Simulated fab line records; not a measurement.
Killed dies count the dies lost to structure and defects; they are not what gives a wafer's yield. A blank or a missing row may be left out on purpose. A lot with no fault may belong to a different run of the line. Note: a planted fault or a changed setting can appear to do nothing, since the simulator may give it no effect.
Lot-split experiment + flow n5_finfet + route with 1938 steps; 7 lots, 21 wafers read

ON THE SPLIT
At N5_PASSIVATION_AL_DEP_21 (deposits Al, target thk 2800 nm, time 170 s), the setting time_s was moved away from the recipe's 170 s on 6 of the 21 wafers read, by -7.3% to +12.4%. This setting was run at the recipe's value on the other wafers.

The reading comes from the split's own step.

THE READING
Al_of_PASSIVATION_AL_DEP_21.thk_nm (the simulator's own value, which no gauge read), in nm, at N5_PASSIVATION_AL_DEP_21 (deposits Al, target thk 2800 nm, time 170 s). No usual value for it is given in the file. Here, 15 wafers ran the recipe; their average is 2808 nm with a standard deviation of 22 nm.

| wafer  | tool, chamber at the split | time_s as run, s | against the recipe | Al_of_PASSIVATION_AL_DEP_21.thk_nm, nm | against lot-mates on the recipe |
|--------|----------------------------|------------------|--------------------|----------------------------------------|---------------------------------|
| L076.1 | pvd_sputter-02, -          | 170              | recipe             | 2796                                   | -                               |
| L076.2 | pvd_sputter-02, -          | 191.1            | +12.4%             | 3157                                   | +361                            |
| L076.4 | pvd_sputter-02, -          | 191.1            | +12.4%             | 3136                                   | +340                            |
| L083.1 | pvd_sputter-01, -          | 170              | recipe             | 2810                                   | -                               |
| L083.3 | pvd_sputter-01, -          | 190.7            | +12.2%             | 3164                                   | +352                            |
| L083.4 | pvd_sputter-01, -          | 170              | recipe             | 2813                                   | -                               |
| L088.3 | pvd_sputter-03, -          | 180.3            | +6.1%              | 2953                                   | +159                            |
| L088.5 | pvd_sputter-03, -          | 170              | recipe             | 2797                                   | -                               |
| L088.6 | pvd_sputter-03, -          | 170              | recipe             | 2791                                   | -                               |
| L089.1 | pvd_sputter-03, -          | 170              | recipe             | 2797                                   | -                               |
| L089.2 | pvd_sputter-03, -          | 170              | recipe             | 2804                                   | -                               |
| L089.5 | pvd_sputter-03, -          | 170              | recipe             | 2790                                   | -                               |
| L090.1 | pvd_sputter-02, -          | 170              | recipe             | 2783                                   | -                               |
| L090.3 | pvd_sputter-02, -          | 160.7            | -5.5%              | 2626                                   | -152                            |
| L090.4 | pvd_sputter-02, -          | 170              | recipe             | 2774                                   | -                               |
| L093.1 | pvd_sputter-03, -          | 170              | recipe             | 2845                                   | -                               |
| L093.3 | pvd_sputter-03, -          | 170              | recipe             | 2853                                   | -                               |
| L093.5 | pvd_sputter-03, -          | 170              | recipe             | 2826                                   | -                               |
| L096.1 | pvd_sputter-03, -          | 170              | recipe             | 2838                                   | -                               |
| L096.2 | pvd_sputter-03, -          | 157.6            | -7.3%              | 2614                                   | -208                            |
| L096.3 | pvd_sputter-03, -          | 170              | recipe             | 2805                                   | -                               |

THE FIT
A straight line over all 21 wafers: Al_of_PASSIVATION_AL_DEP_21.thk_nm changes by +27.9 nm for each +1% of time_s; r = +0.99; the points scatter about the line by 22 nm.
The same after taking each lot's own level away (the mean of its wafers on the recipe; 21 wafers): +28.3 nm for each +1%; r = +1.00; scatter 9 nm.
Per that fit: largest time_s move, reading shift of 3.5e+02 nm.
Across the lots, their own levels run from 2778.5 to 2841.3 nm, a range of 2.8 times the standard deviation given above.
The two slopes are in agreement: the lot-to-lot level therefore moves the slope only a little.
Check: with one of the wafers moved furthest among these (+12.4%) left out of the fit, the line predicts +347 nm for it against its lot-mates. Against them it came out at +361 nm.

THESE WAFERS: OTHER SPLITS
Before the reading, these wafers also passed through other splits. Each is held against what the fit with the lots' levels taken away leaves over:
| other split on the same wafers     | wafers away from the commonest value | r with Al_of_PASSIVATION_AL_DEP_21.thk_nm (lot level and that fit taken away) |
|------------------------------------|--------------------------------------|-------------------------------------------------------------------------------|
| N5_BEOL_M14_TRENCH_ETCH_34 bias_w  | 9                                    | -0.14                                                                         |
| N5_BEOL_M15_COAT_56 spin_rpm       | 6                                    | +0.19                                                                         |
| N5_BEOL_M15_EXPOSE_25 dose_mj      | 6                                    | +0.02                                                                         |
| N5_MIM_TOP_LITHO_EXPOSE_05 dose_mj | 7                                    | +0.29                                                                         |

THE FILE'S OWN FIT
Al_of_PASSIVATION_AL_DEP_21.thk_nm changes by +28.3 nm for each +1% of time_s, r = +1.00.
